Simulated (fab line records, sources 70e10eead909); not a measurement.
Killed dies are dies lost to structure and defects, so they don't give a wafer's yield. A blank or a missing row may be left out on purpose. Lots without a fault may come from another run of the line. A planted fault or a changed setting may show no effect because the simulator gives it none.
Chamber matching | flow nand_harc | NHARC_P_GATE_DESCUM_48 on rie_diel-05: 4 sister chambers
The step chemistry O2, time 3 s. 8 wafers are shown with their chamber, then 10 later ones without.

WAFERS WITH THEIR CHAMBER
wafer  | chamber | drypump_motor_current_A (A) | rf_vpp_V (V)
L083.2 | 1       | 5.9                         | 58.2
L083.4 | 3       | 5.1                         | 57.0
L085.3 | 1       | 5.9                         | 59.0
L089.1 | 2       | 6.0                         | 57.8
L089.2 | 0       | 5.4                         | 59.4
L089.3 | 3       | 5.0                         | 56.7
L092.1 | 2       | 6.0                         | 56.2
L092.3 | 0       | 5.5                         | 58.1

WAFERS WITHOUT THEIR CHAMBER
wafer  | drypump_motor_current_A (A) | rf_vpp_V (V)
L092.6 | 5.1                         | 57.9
L093.3 | 6.0                         | 57.2
L093.5 | 5.1                         | 57.7
L093.6 | 5.5                         | 58.1
L094.4 | 5.4                         | 59.1
L094.5 | 5.9                         | 58.2
L094.6 | 5.4                         | 58.8
L097.2 | 5.9                         | 57.6
L097.3 | 6.0                         | 56.6
L097.5 | 5.0                         | 57.3

WHICH CHAMBER EACH WENT THROUGH
wafer  | from the rows above     | in truth
L092.6 | 3                       | 3
L093.3 | 2                       | 2
L093.5 | 3                       | 3
L093.6 | 0                       | 0
L094.4 | 0                       | 0
L094.5 | 1                       | 1
L094.6 | 0                       | 0
L097.2 | can't be placed: 1 or 2 | 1
L097.3 | 2                       | 2
L097.5 | 3                       | 3
Placed correctly: 9 of 10. Can't be placed from these rows: 1 (the true chamber is among the candidates in 1). Placed wrongly: 0.
How it was worked out, from the rows above alone: a wafer's distance from a chamber is the root of the sum, over the readings, of the square of ((its reading less the chamber's mean) divided by the reading's scatter). The wafer belongs to the nearest chamber; if the next one is less than 2 further off, it can't be placed. A chamber's mean is the mean of its shown wafers. The scatter: the root of (the sum of the squares of (reading less its chamber's mean) over the shown wafers, divided by (wafers less chambers)).
